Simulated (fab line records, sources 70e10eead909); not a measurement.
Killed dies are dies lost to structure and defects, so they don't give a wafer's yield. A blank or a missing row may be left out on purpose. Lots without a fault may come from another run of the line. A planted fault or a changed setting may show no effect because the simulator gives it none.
fab line records | flow nand_harc
record lots=12 wafers=36 last_day=34
route steps=1302 shown P_START@1 P_ZERO_WELL@29 P_STI@88 END@1302
lots that met no fault: from a run of the same line without faults
start_h: hours from the record's first day to the start of the lot's first wafer shown | wait_h: hours since the lot's step before | " the same as in the row above | L1.1+2: a row that stands for several wafers | - no value, or no start given | * or withheld: withheld | < > ~ a bound
route shown NAME@n: a module of which the file shows steps, and the number in the route of the first | usual: mean/standard deviation of fault-free wafers | same: alike in all rows | chamber/n: place in a boat | sites: the reading at each site | _std_site: their standard deviation | _edge_site: outer sites' mean less inner sites' | radius_mm: how far each site lies from the wafer's centre | mask NAME#n: copy n | behind: the tool/chamber that last shaped the wafer | hold: why the lot was held/for how many hours/how that ended | device: the transistor (n, p or np) that didn't switch | end of line: the same wafers' tests at the end of the route | a step without rows: its recipe alone | killed: dies lost to structure and defects at the first sort, not the wafer's yield | map: a wafer's dies, x killed, . not, _ none there
set.NAME: the setting as run; set.NAME@STEP: as run at that earlier step | model.NAME: the simulator's own value behind a step, which no gauge read
steps of the route over a sample of lots; a table a step, a row a wafer
services: from which hour (start_h, from the record's first day; less than 0 if before it) a tool's chamber was out of use, for how many hours, and why
## steps
# step NHARC_P_START_INSPECT_01
# usual raw_defect_count=3.8/1.9
# columns lot.wafer tool chamber start_h wait_h raw_defect_count
L224.1 defect_inspect-01 - 20.04 - 5
L224.4 " - " " 1
L224.6 " - " " 5
L226.1 defect_inspect-01 - 40.04 - 3
L226.2 " - " " 6
L226.5 " - " " 6
L228.3 defect_inspect-01 - 60.04 - 3
L228.5 " - " " 8
L228.6 " - " " 3
L229.2 defect_inspect-02 - 70.04 - 5
L229.4 " - " " 3
L229.5 " - " " 2
L231.2 defect_inspect-01 - 90.04 - 7
L231.5 " - " " 5
L231.6 " - " " 0
L235.1 defect_inspect-01 - 130.04 - 5
L235.3 " - " " 4
L235.4 " - " " 3
L236.1 defect_inspect-01 - 140.04 - 6
L236.2 " - " " 4
L236.5 " - " " 4
L237.1 defect_inspect-01 - 150.04 - 4
L237.5 " - " " 1
L237.6 " - " " 4
L238.1 defect_inspect-02 - 160.04 - 2
L238.5 " - " " 3
L238.6 " - " " 3
L239.2 defect_inspect-01 - 170.04 - 4
L239.4 " - " " 5
L239.6 " - " " 7
L240.1 defect_inspect-02 - 180.04 - 3
L240.4 " - " " 4
L240.5 " - " " 4
L246.1 defect_inspect-01 - 240.04 - 3
L246.2 " - " " 1
L246.6 " - " " 3
# step NHARC_P_ZERO_WELL_CD_MEAS_24
# recipe target_cd_nm=720 landing_energy_ev=500
# usual cd_nm=719.4/1.6
# columns lot.wafer tool chamber start_h wait_h cd_nm
L224.1 cd_sem-01 0 22.48 - 717.9
L224.4 " 0 " " 718.0
L224.6 " 0 " " 717.8
L226.1 cd_sem-02 0 43.53 - 718.6
L226.2 " 0 " " 718.2
L226.5 " 0 " " 719.1
L228.3 cd_sem-03 0 62.52 - 720.7
L228.5 " 0 " " 717.9
L228.6 " 0 " " 719.6
L229.2 cd_sem-01 0 72.62 - 720.0
L229.4 " 0 " " 719.5
L229.5 " 0 " " 717.2
L231.2 cd_sem-03 0 92.61 - 718.3
L231.5 " 0 " " 719.8
L231.6 " 0 " " 720.8
L235.1 cd_sem-01 0 132.59 - 718.3
L235.3 " 0 " " 715.8
L235.4 " 0 " " 718.0
L236.1 cd_sem-02 0 142.78 - 721.5
L236.2 " 0 " " 716.8
L236.5 " 0 " " 719.9
L237.1 cd_sem-03 0 152.58 - 722.0
L237.5 " 0 " " 723.8
L237.6 " 0 " " 724.5
L238.1 cd_sem-03 0 162.46 - 718.6
L238.5 " 0 " " 718.7
L238.6 " 0 " " 716.8
L239.2 cd_sem-03 0 172.60 - 720.9
L239.4 " 0 " " 718.5
L239.6 " 0 " " 719.0
L240.1 cd_sem-02 0 182.54 - 719.9
L240.4 " 0 " " 719.5
L240.5 " 0 " " 719.3
L246.1 cd_sem-03 0 242.76 - 718.8
L246.2 " 0 " " 720.0
L246.6 " 0 " " 721.3
# step NHARC_P_ZERO_WELL_EXPOSE_49
# recipe na=0.6 target_cd_nm=2000 dose_mj=22.64 mask_id=P_HVPW
# usual exposure_dose_mJ_cm2=22.638/0.026
# columns lot.wafer tool chamber start_h wait_h mask exposure_dose_mJ_cm2
L224.1 krf_scanner-04 0 25.48 - P_HVPW#0 22.608
L224.4 " 0 " " P_HVPW#0 22.630
L224.6 " 0 " " P_HVPW#0 22.603
L226.1 krf_scanner-04 0 46.67 - P_HVPW#0 22.653
L226.2 " 0 " " P_HVPW#0 22.686
L226.5 " 0 " " P_HVPW#0 22.670
L228.3 krf_scanner-04 0 65.62 - P_HVPW#0 22.620
L228.5 " 0 " " P_HVPW#0 22.654
L228.6 " 0 " " P_HVPW#0 22.619
L229.2 krf_scanner-04 0 75.61 - P_HVPW#0 22.642
L229.4 " 0 " " P_HVPW#0 22.612
L229.5 " 0 " " P_HVPW#0 22.605
L231.2 krf_scanner-03 0 95.77 - P_HVPW#0 22.582
L231.5 " 0 " " P_HVPW#0 22.624
L231.6 " 0 " " P_HVPW#0 22.610
L235.1 krf_scanner-04 0 135.61 - P_HVPW#0 22.646
L235.3 " 0 " " P_HVPW#0 22.664
L235.4 " 0 " " P_HVPW#0 22.628
L236.1 krf_scanner-04 0 145.79 - P_HVPW#0 22.684
L236.2 " 0 " " P_HVPW#0 22.679
L236.5 " 0 " " P_HVPW#0 22.661
L237.1 krf_scanner-04 0 155.67 - P_HVPW#0 22.608
L237.5 " 0 " " P_HVPW#0 22.611
L237.6 " 0 " " P_HVPW#0 22.614
L238.1 krf_scanner-04 0 165.48 - P_HVPW#0 22.637
L238.5 " 0 " " P_HVPW#0 22.648
L238.6 " 0 " " P_HVPW#0 22.626
L239.2 krf_scanner-04 0 175.60 - P_NWELL#0 22.626
L239.4 " 0 " " P_NWELL#0 22.603
L239.6 " 0 " " P_NWELL#0 22.644
L240.1 krf_scanner-01 0 185.54 - P_HVPW#0 22.618
L240.4 " 0 " " P_HVPW#0 22.646
L240.5 " 0 " " P_HVPW#0 22.612
L246.1 krf_scanner-01 0 245.90 - P_HVPW#0 22.613
L246.2 " 0 " " P_HVPW#0 22.616
L246.6 " 0 " " P_HVPW#0 22.674
# step NHARC_P_ZERO_WELL_CD_MEAS_52
# recipe target_cd_nm=2000 landing_energy_ev=500
# usual cd_nm=1999.8/1.4
# columns lot.wafer tool chamber start_h wait_h cd_nm
L224.1 cd_sem-02 0 25.63 - 1998.3
L224.4 " 0 " " 2001.0
L224.6 " 0 " " 2002.4
L226.1 cd_sem-02 0 46.83 - 1999.8
L226.2 " 0 " " 2001.0
L226.5 " 0 " " 2001.1
L228.3 cd_sem-03 0 65.77 - 1999.2
L228.5 " 0 " " 2001.4
L228.6 " 0 " " 2000.2
L229.2 cd_sem-03 0 75.77 - 1999.4
L229.4 " 0 " " 1999.9
L229.5 " 0 " " 1998.5
L231.2 cd_sem-02 0 95.92 - 2000.6
L231.5 " 0 " " 1998.9
L231.6 " 0 " " 2002.2
L235.1 cd_sem-01 0 135.77 - 1999.2
L235.3 " 0 " " 2003.5
L235.4 " 0 " " 1999.4
L236.1 cd_sem-02 0 145.95 - 1998.9
L236.2 " 0 " " 1999.9
L236.5 " 0 " " 1997.1
L237.1 cd_sem-02 0 155.82 - 1998.4
L237.5 " 0 " " 1996.6
L237.6 " 0 " " 1997.1
L238.1 cd_sem-03 0 165.64 - 1999.0
L238.5 " 0 " " 1999.5
L238.6 " 0 " " 1999.8
L239.2 cd_sem-03 0 175.75 - -
L239.4 " 0 " " -
L239.6 " 0 " " -
L240.1 cd_sem-02 0 185.70 - 1999.4
L240.4 " 0 " " 1999.9
L240.5 " 0 " " 1999.7
L246.1 cd_sem-01 0 246.06 - 2002.5
L246.2 " 0 " " 2000.8
L246.6 " 0 " " 2001.5
# step NHARC_P_STI_ETCH_42
# recipe target_depth_a=800 overetch_a=240 time_s=61 ion_energy_ev=200 n2_flow_sccm=150 h2_flow_sccm=150 ar_flow_sccm=0 rf_w=400 bias_w=150 chemistry=N2/H2
# usual drypump_motor_current_A=5.6/0.55 oes_product_au=1.003/0.011 rf_vpp_V=429.8/2.9 showerhead_plenum_p_Torr=2.02/0.1 throttle_valve_pct=14.172/0.0087
# columns lot.wafer tool chamber start_h wait_h drypump_motor_current_A oes_product_au rf_hours_counter_h rf_vpp_V showerhead_plenum_p_Torr throttle_valve_pct
L224.4 rie_diel-01 2 46.24 0.1 4.8 1.012 0 434.8 2.21 14.164
L224.1 " 0 " " 5.1 1.010 0 425.5 1.92 14.166
L224.6 " 2 " " 4.8 1.015 - 433.8 2.21 14.163
L226.2 rie_diel-01 3 65.42 0.1 6.0 0.991 2 428.0 1.98 14.161
L226.1 " 1 " " 6.2 1.005 2 428.2 2.00 14.168
L226.5 " 0 " " 5.1 1.008 - 427.2 1.92 14.173
L228.3 rie_diel-09 0 83.92 0.1 6.4 1.003 8 428.7 1.97 14.164
L228.6 " 2 " " 6.0 0.991 - 429.0 2.01 14.174
L228.5 " 3 " " 5.5 1.016 - 427.0 1.92 14.165
L229.4 rie_diel-11 2 94.32 0.1 5.4 0.977 0 429.6 2.02 14.166
L229.2 " 1 " " 5.2 1.011 0 433.3 2.19 14.157
L229.5 " 3 " " 6.2 1.006 - 427.2 1.91 14.183
L231.2 rie_diel-11 1 114.82 0.1 5.2 1.019 1 433.9 2.19 14.172
L231.5 " 0 " " 4.8 0.997 - 431.5 2.09 14.171
L231.6 " 1 " " 5.2 1.029 - 433.5 2.19 14.159
L235.1 rie_diel-01 3 157.29 0.1 6.0 0.998 6 428.8 1.97 14.174
L235.4 " 1 " " 6.2 1.003 6 428.7 2.00 14.166
L235.3 " 2 " " 4.8 1.005 6 435.0 2.20 14.156
L236.1 rie_diel-09 1 162.75 0.1 6.1 1.004 0 431.3 2.07 14.164
L236.2 " 3 " " 5.5 1.015 0 426.6 1.91 14.171
L236.5 " 1 " " 6.1 1.003 - 432.1 2.07 14.169
L237.1 rie_diel-09 2 173.77 0.1 6.0 0.997 1 429.0 2.00 14.171
L237.5 " 2 " " 6.1 0.987 - 429.1 2.00 14.173
L237.6 " 3 " " 5.5 1.012 - 425.9 1.91 14.189
L238.1 rie_diel-01 3 184.18 0.1 6.0 0.987 7 428.5 1.97 14.175
L238.5 " 3 " " 6.0 0.990 - 429.2 1.97 14.179
L238.6 " 0 " " 5.1 1.007 - 428.2 1.91 14.169
L240.1 rie_diel-11 3 204.63 0.1 6.2 1.024 6 426.8 1.91 14.161
L240.4 " 3 " " 6.2 1.019 - 427.8 1.91 14.164
L240.5 " 1 " " 5.2 1.021 - 433.6 2.19 14.169
L246.1 rie_diel-01 3 264.52 0.1 6.1 1.004 4 429.4 1.97 14.184
L246.2 " 1 " " 6.2 1.002 3 427.1 2.00 14.174
L246.6 " 3 " " 6.0 0.992 - 429.4 1.97 14.174
# step NHARC_END_SORT_01
# recipe temp_c=25
# usual killed_at_array=57/18 killed_at_other=0.8/1 killed_at_periphery=3.9/2.8 killed_dies=62/18 killed_open=3.4/1.8 killed_short=2.2/1.6
# same gross_dies=677
# columns lot.wafer tool chamber start_h wait_h killed_at_array killed_at_other killed_at_periphery killed_dies killed_open killed_short
L235.1 prober-01 0 676.93 2.5 16 0 1 17 5 0
L235.3 prober-01 0 678.53 3.1 14 1 0 15 4 4
L235.4 prober-01 0 679.32 3.4 23 1 3 27 9 3
L239.2 prober-02 0 705.65 2.8 82 0 595 677 4 5
L239.4 prober-02 0 707.24 3.4 80 0 597 677 5 1
L239.6 prober-02 0 708.83 4.0 71 0 606 677 3 1
# killed by level:class
L235.1 A_CHANNEL_HOLE_D1:chamber_film_flake=5 A_CONTACT:chamber_film_flake=3 A_M0:geometric_particle:open=2 A_SLIT:chamber_film_flake=2 P_M1:geometric_particle:open=1 A_CONTACT:geometric_particle:open=1 A_BLC:geometric_particle:open=1 A_BLC:chamber_film_flake=1
L235.3 A_CHANNEL_HOLE_D1:chamber_film_flake=4 A_CHANNEL_HOLE_D1:geometric_particle:open=1 A_CHANNEL_FILL_D1:geometric_particle:short=1 A_DECK1_JOINT:geometric_particle:short=1 A_DECK1_JOINT:geometric_particle:open=1 A_CHANNEL_HOLE_D2:geometric_particle:open=1 A_SGD_CUT:geometric_particle:open=1 A_WL_FILL:geometric_particle:short=1
L235.4 A_CHANNEL_HOLE_D1:chamber_film_flake=7 A_CONTACT:chamber_film_flake=3 A_WL_FILL:geometric_particle:open=2 A_SLIT:chamber_film_flake=2 P_GATE:geometric_particle:open=1 P_M0:geometric_particle:open=1 A_ONON_D1:geometric_particle:open=1 A_DECK1_JOINT:geometric_particle:open=1
L239.2 P_ZERO_WELL:area_expose=595 A_CHANNEL_HOLE_D1:chamber_film_flake=33 A_SLIT:chamber_film_flake=31 A_CONTACT:chamber_film_flake=6 A_DECK1_JOINT:geometric_particle:short=2 A_ONON_D2:geometric_particle:open=2 A_CHANNEL_FILL_D2:chamber_film_flake=2 A_CHANNEL_FILL_D1:geometric_particle:short=1
L239.4 P_ZERO_WELL:area_expose=597 A_CHANNEL_HOLE_D1:chamber_film_flake=37 A_SLIT:chamber_film_flake=25 A_CONTACT:chamber_film_flake=8 A_CHANNEL_FILL_D1:geometric_particle:open=2 A_SOURCE_PLATE:geometric_particle:open=1 A_DECK1_JOINT:geometric_particle:open=1 A_CHANNEL_FILL_D2:geometric_particle:open=1
L239.6 P_ZERO_WELL:area_expose=605 A_SLIT:chamber_film_flake=33 A_CHANNEL_HOLE_D1:chamber_film_flake=27 A_CONTACT:chamber_film_flake=4 A_CHANNEL_FILL_D2:chamber_film_flake=2 P_CONTACT:geometric_particle:open=1 A_CHANNEL_FILL_D2:geometric_particle:short=1 A_BLC:geometric_particle:open=1
## services
# columns tool chamber start_h hours kind
krf_scanner-04 - 10.00 4.0 pm
krf_scanner-01 - 13.31 5.4 repair
krf_scanner-03 - 19.37 6.5 repair
rie_diel-01 - 26.80 9.0 pm
krf_scanner-03 - 52.00 4.0 pm
rie_diel-11 - 78.50 9.0 pm
rie_diel-11 - 124.35 1.2 repair
krf_scanner-01 - 140.00 4.0 pm
krf_scanner-04 - 142.36 0.7 repair
rie_diel-09 - 143.10 9.0 pm
krf_scanner-01 - 148.26 0.8 repair
krf_scanner-04 - 182.00 4.0 pm
rie_diel-01 - 184.45 1.1 repair
rie_diel-11 1 195.20 5.8 repair
rie_diel-01 - 198.81 0.7 repair
rie_diel-01 - 203.85 9.0 pm
rie_diel-11 2 204.39 2.9 repair
rie_diel-11 0 204.61 4.7 repair
krf_scanner-01 - 209.51 0.6 repair
krf_scanner-03 - 224.00 4.0 pm
rie_diel-01 - 225.96 3.8 repair
rie_diel-11 3 237.59 4.0 repair
krf_scanner-03 - 247.60 1.2 repair
rie_diel-11 - 255.50 9.0 pm
## key
first_sign step=NHARC_P_ZERO_WELL_EXPOSE_49 reading=mask direction=changed
effect step=NHARC_P_ZERO_WELL_CD_MEAS_52 reading=cd_nm direction=missing
effect step=NHARC_END_SORT_01 reading=killed_at_periphery direction=up sigmas=99+ usual=3.9 struck=599.3
more_kills_born_at NHARC_P_ZERO_WELL_EXPOSE_49@krf_scanner-04=1797
met_at NHARC_P_ZERO_WELL_EXPOSE_49
struck_lots L239
later_rows_left_out L239.2,L239.4,L239.6
tester_left_out L239
not_acting_at NHARC_P_START_INSPECT_01,NHARC_P_ZERO_WELL_CD_MEAS_24,NHARC_P_STI_ETCH_42
onset_between 165.48 175.60
fault kind=wrong_mask tool=any chamber=- onset_h=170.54 steps=NHARC_P_ZERO_WELL_EXPOSE_49 aux_copy=P_NWELL#0 scope=struck_lots_only
# tester_left_out: of these lots the tester's yield and bins aren't shown, on N5 and GAA mostly nor the transistor test; their killed dies are dies lost to structure and defects alone, not to doping, threshold or leakage, so they don't give the yield
# later_rows_left_out: the simulator's readings of these wafers behind a module that went badly wrong aren't trusted and aren't shown, but for the sort
